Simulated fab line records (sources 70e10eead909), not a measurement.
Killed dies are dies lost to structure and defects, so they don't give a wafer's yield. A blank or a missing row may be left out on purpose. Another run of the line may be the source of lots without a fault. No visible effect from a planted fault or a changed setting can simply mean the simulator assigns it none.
Which tool was responsible? | flow nand harc | 42 wafers from 15 lots sampled at 5 of the route's 1302 steps

== WHAT EACH GAUGE READ, for each wafer ==
NHARC_A_DECK1_JOINT_INSPECT_05. Usual: raw defect count 314, standard deviation 120.
lot  | measured     | on                | raw defect count | flag
L227 | day 12 13:41 | defect inspect-01 | 306 182 166      |
L228 | day 12 13:42 | defect inspect-02 | 687 556 337      |
L233 | day 14 11:46 | defect inspect-02 | 346 304          |
L235 | day 15 10:10 | defect inspect-02 | 340 339          |
L237 | day 16 02:56 | defect inspect-01 | 296 268          |
L241 | day 18 09:41 | defect inspect-02 | 274 324 248      |
L240 | day 18 09:52 | defect inspect-01 | 288 295 574      |
L242 | day 18 18:07 | defect inspect-02 | 163 162 289      |
L243 | day 19 06:23 | defect inspect-01 | 427 407 601      |
L245 | day 19 13:02 | defect inspect-01 | 303 513 404      |
L244 | day 19 13:02 | defect inspect-02 | 224 532 329      |
L246 | day 20 12:32 | defect inspect-02 | 220 270 199      |
L249 | day 21 06:19 | defect inspect-02 | 210 304 225      |
L247 | day 21 06:20 | defect inspect-02 | 207 275 256      |
L248 | day 21 20:07 | defect inspect-02 | 308 545 387      |

NHARC_A_ONON_D2_THK_MEAS_02: measures by ellipsometry. Usual: thk nm 1001 nm, standard deviation 10.
lot  | measured     | on            | thk nm (nm)    | flag
L227 | day 12 14:25 | film metro-01 | 996 996 995    |
L228 | day 12 14:25 | film metro-02 | 998 999 997    |
L233 | day 14 12:20 | film metro-02 | 992 992        |
L235 | day 15 10:44 | film metro-02 | 995 993        |
L237 | day 16 03:30 | film metro-01 | 1013 1014      |
L241 | day 18 10:16 | film metro-02 | 1029 1028 1030 |
L240 | day 18 10:26 | film metro-01 | 1004 1003 1006 |
L242 | day 18 18:41 | film metro-01 | 1001 1002 1002 |
L243 | day 19 06:58 | film metro-02 | 997 998 999    |
L245 | day 19 13:37 | film metro-01 | 1016 1017 1015 |
L244 | day 19 13:37 | film metro-02 | 1005 1004 1004 |
L246 | day 20 13:07 | film metro-01 | 994 996 997    |
L249 | day 21 06:53 | film metro-02 | 1004 1005 1004 |
L247 | day 21 06:55 | film metro-02 | 989 989 990    |
L248 | day 21 20:58 | film metro-02 | 993 992 994    |

NHARC_A_ONON_D2_THK_MEAS_14: measures by ellipsometry. Usual: thk nm 1002 nm, standard deviation 10.
lot  | measured     | on            | thk nm (nm)    | flag
L227 | day 12 16:41 | film metro-02 | 996 996 994    |
L228 | day 12 16:41 | film metro-01 | 1014 1016 1015 |
L233 | day 14 14:37 | film metro-01 | 722 995        | OFF
L235 | day 15 13:02 | film metro-02 | 1013 744       | OFF
L237 | day 16 05:47 | film metro-02 | 735 1008       | OFF
L241 | day 18 12:32 | film metro-02 | 993 992 993    |
L240 | day 18 12:43 | film metro-02 | 994 994 996    |
L242 | day 18 20:57 | film metro-02 | 1013 1015 1015 |
L243 | day 19 09:14 | film metro-01 | 999 1000 997   |
L245 | day 19 15:55 | film metro-02 | 994 994 995    |
L244 | day 19 15:52 | film metro-02 | 1003 1005 1004 |
L246 | day 20 15:23 | film metro-01 | 984 983 983    |
L249 | day 21 09:10 | film metro-01 | 979 976 979    |
L247 | day 21 09:13 | film metro-02 | 1003 1002 1002 |
L248 | day 21 23:14 | film metro-02 | 1001 1001 1001 |

== WHICH TOOL RAN EACH LOT (tool, then ch and the chambers of the sampled wafers, then the start) ==
lot  | NHARC_A_DECK1_JOINT_CMP_13    | NHARC_A_ONON_D2_DEP_12
L227 | cmp-03 ch 2,3, day 11 12:35   | pecvd onon-04 ch 0, day 12 16:14
L228 | cmp-01 ch 0,1,2, day 11 12:38 | pecvd onon-02 ch 0, day 12 16:14
L233 | cmp-01 ch 0,1, day 13 11:17   | pecvd onon-02 ch 0, day 14 14:09
L235 | cmp-01 ch 2,3, day 14 10:31   | pecvd onon-02 ch 0, day 15 12:30
L237 | cmp-01 ch 3, day 15 02:54     | pecvd onon-02 ch 0, day 16 05:20
L241 | cmp-01 ch 1,2,3, day 17 10:10 | pecvd onon-01 ch 0, day 18 12:02
L240 | cmp-03 ch 0,1, day 17 10:11   | pecvd onon-02 ch 0, day 18 12:16
L242 | cmp-01 ch 0,2,3, day 17 15:17 | pecvd onon-02 ch 0, day 18 20:26
L243 | cmp-01 ch 1,2, day 18 00:06   | pecvd onon-02 ch 0, day 19 08:50
L245 | cmp-01 ch 2,3, day 18 14:47   | pecvd onon-01 ch 0, day 19 15:23
L244 | cmp-03 ch 0,1,2, day 18 14:51 | pecvd onon-04 ch 0, day 19 15:25
L246 | cmp-03 ch 1,3, day 19 11:41   | pecvd onon-04 ch 0, day 20 14:52
L249 | cmp-04 ch 2,3, day 20 07:46   | pecvd onon-02 ch 0, day 21 08:46
L247 | cmp-03 ch 1,2,3, day 20 07:47 | pecvd onon-04 ch 0, day 21 08:40
L248 | cmp-03 ch 1,2,3, day 20 16:07 | pecvd onon-01 ch 0, day 21 22:44
- NHARC_A_DECK1_JOINT_CMP_13: polishes, target thk 51.023 nm.
- NHARC_A_ONON_D2_DEP_12: target thk 1000 nm.

== WHAT THE TOOLS THEMSELVES READ (means of the sampled wafers that have a number; where no wafer has one, the mark that the record gives instead) ==
NHARC_A_DECK1_JOINT_CMP_13. Usual: motor current A 11.9 A, standard deviation 1.5; slurry flow ml min 150.0, standard deviation 0.41; time to endpoint s 9.4 s, standard deviation 2.6.
lot  | tool   | motor current A (A) | slurry flow ml min | time to endpoint s (s) | flag
L227 | cmp-03 | 13.8                | 149.7              | 9.2                    |
L228 | cmp-01 | 11.4                | 149.7              | 10.2                   |
L233 | cmp-01 | 12.1                | 149.6              | 10.7                   |
L235 | cmp-01 | 10.4                | 150.6              | 7.3                    |
L237 | cmp-01 | 10.8                | 149.9              | 10.7                   |
L241 | cmp-01 | 11.0                | 149.6              | 12.6                   |
L240 | cmp-03 | 11.5                | 150.1              | 5.3                    |
L242 | cmp-01 | 10.8                | 150.1              | 9.0                    |
L243 | cmp-01 | 11.5                | 149.9              | 12.8                   |
L245 | cmp-01 | 10.9                | 149.9              | 9.4                    |
L244 | cmp-03 | 11.9                | 150.3              | 11.0                   |
L246 | cmp-03 | 13.1                | 150.2              | 8.4                    |
L249 | cmp-04 | 12.0                | 150.2              | 10.0                   |
L247 | cmp-03 | 13.1                | 150.1              | 6.7                    |
L248 | cmp-03 | 13.5                | 150.0              | 10.7                   |

NHARC_A_ONON_D2_DEP_12. Usual: susceptor temp C 400.00 C, standard deviation 0.21.
lot  | tool          | susceptor temp C (C) | flag
L227 | pecvd onon-04 | 400.01               |
L228 | pecvd onon-02 | 400.12               |
L233 | pecvd onon-02 | 400.00               |
L235 | pecvd onon-02 | 400.09               |
L237 | pecvd onon-02 | 399.68               |
L241 | pecvd onon-01 | 399.80               |
L240 | pecvd onon-02 | 399.96               |
L242 | pecvd onon-02 | 399.95               |
L243 | pecvd onon-02 | 399.87               |
L245 | pecvd onon-01 | 400.09               |
L244 | pecvd onon-04 | 399.78               |
L246 | pecvd onon-04 | 399.95               |
L249 | pecvd onon-02 | 400.09               |
L247 | pecvd onon-04 | 400.04               |
L248 | pecvd onon-01 | 400.04               |

== THE ANSWER, worked out from the rows above alone ==
Rule: take the mean of a lot's wafers that have a number; if it is more than 3 standard deviations from the usual mean, the lot is off. Also off: a lot with no number at a reading for which 4 or more lots have one. Where the step has rows for the other lots, those lots are counted as sound. Order of review: gauges by route order, followed by the tools' own readings, for which a lot's mean as printed above is used. At the first step where some lot is off, the reading lying furthest off is the one used; lots without a number count as furthest.
Off: L233, L235, L237 (NHARC_A_ONON_D2_THK_MEAS_14, thk nm).
If a tool, at a process step before that reading, ran all the lots that are off and no sound lot after the first of them, it fits. The gauges at NHARC_A_ONON_D2_THK_MEAS_14 are tried like those tools. Of those tried, none fits.

== WHAT HAD BEEN PUT IN BY THE SIMULATOR ==
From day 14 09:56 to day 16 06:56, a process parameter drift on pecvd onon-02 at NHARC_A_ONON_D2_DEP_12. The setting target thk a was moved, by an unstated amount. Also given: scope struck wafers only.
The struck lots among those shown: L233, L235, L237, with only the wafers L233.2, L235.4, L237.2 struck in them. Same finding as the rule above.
